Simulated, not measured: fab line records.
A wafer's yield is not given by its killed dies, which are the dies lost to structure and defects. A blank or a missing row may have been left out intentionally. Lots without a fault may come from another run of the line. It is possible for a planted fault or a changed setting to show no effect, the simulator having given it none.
The tool behind it: which one? :: flow nand_harc :: 6 lots, 18 wafers sampled, at 5 steps of a route of 1302

== WHAT THE GAUGES SHOWED, per wafer ==
NHARC_END_SORT_01.
lot :: measured :: on :: killed_at_array

== WHICH TOOL RAN EACH LOT (tool, then ch and the chambers of the sampled wafers, then the start) ==
lot: L258
NHARC_A_STAIRCASE_ETCH_15: rie_diel-10 ch 0,2, day 16 07:11 or earlier
NHARC_A_STAIRCASE_ETCH_192: rie_diel-10 ch 0,2,3, day 16 07:11
NHARC_A_STAIRCASE_TRIM_193: rie_diel-10 ch 0,2,3, no start
NHARC_A_STAIRCASE_ETCH_199: rie_diel-05 ch 0,2,3, no start

lot: L260
NHARC_A_STAIRCASE_ETCH_15: rie_diel-10 ch 0,1,2, day 17 13:14 or earlier
NHARC_A_STAIRCASE_ETCH_192: rie_diel-10 ch 0,1, day 17 13:14
NHARC_A_STAIRCASE_TRIM_193: rie_diel-10 ch 1,3, no start
NHARC_A_STAIRCASE_ETCH_199: rie_diel-04 ch 2,3, no start

lot: L262
NHARC_A_STAIRCASE_ETCH_15: rie_diel-05 ch 0,1,3, day 17 23:26 or earlier
NHARC_A_STAIRCASE_ETCH_192: rie_diel-04 ch 0,1,2, day 17 23:26
NHARC_A_STAIRCASE_TRIM_193: rie_diel-04 ch 0,2,3, no start
NHARC_A_STAIRCASE_ETCH_199: rie_diel-04 ch 0,2,3, no start

lot: L265
NHARC_A_STAIRCASE_ETCH_15: rie_diel-05 ch 0,1, day 19 00:22 or earlier
NHARC_A_STAIRCASE_ETCH_192: rie_diel-05 ch 2,3, day 19 00:22
NHARC_A_STAIRCASE_TRIM_193: rie_diel-05 ch 0,1,2, no start
NHARC_A_STAIRCASE_ETCH_199: rie_diel-10 ch 1,2,3, no start

lot: L270
NHARC_A_STAIRCASE_ETCH_15: rie_diel-10 ch 1,2,3, day 21 19:40 or earlier
NHARC_A_STAIRCASE_ETCH_192: rie_diel-10 ch 0,1,3, day 21 19:40
NHARC_A_STAIRCASE_TRIM_193: rie_diel-10 ch 0,1,2, no start
NHARC_A_STAIRCASE_ETCH_199: rie_diel-04 ch 0,2,3, no start

lot: L280
NHARC_A_STAIRCASE_ETCH_15: rie_diel-04 ch 0,2, day 25 11:57 or earlier
NHARC_A_STAIRCASE_ETCH_192: rie_diel-04 ch 1,2,3, day 25 11:57
NHARC_A_STAIRCASE_TRIM_193: rie_diel-04 ch 0,3, no start
NHARC_A_STAIRCASE_ETCH_199: rie_diel-04 ch 1,2,3, no start
- NHARC_A_STAIRCASE_ETCH_15: etches the open film in C4F8/O2, target depth 100 nm, time 40.5 s.
- NHARC_A_STAIRCASE_ETCH_192: etches the open film in C4F8/O2, target depth 100 nm, time 40.5 s.
- NHARC_A_STAIRCASE_TRIM_193: chemistry O2, time 211.2 s.
- NHARC_A_STAIRCASE_ETCH_199: etches the open film in C4F8/O2, target depth 100 nm, time 40.5 s.

== THE ANSWER, worked out from the rows above alone ==
Rule: the usual values come from the lots themselves. Put in order of their means at a reading, lots are off if they are a third of the lots or fewer, leave a main group of 4 or more, and stand apart from it by a gap of 3 or more times the standard deviation of the main group's means; of several such gaps the widest counts. A main group whose means are all the same, to the digits that the tables above print for the reading, isn't used. Also off: a lot with no number at a reading for which 4 or more lots have one. Where the step has rows for the other lots, those lots are counted as sound.
None of the lots is off at any reading shown; this tells nothing.

== WHAT THE SIMULATOR HAD PUT IN ==
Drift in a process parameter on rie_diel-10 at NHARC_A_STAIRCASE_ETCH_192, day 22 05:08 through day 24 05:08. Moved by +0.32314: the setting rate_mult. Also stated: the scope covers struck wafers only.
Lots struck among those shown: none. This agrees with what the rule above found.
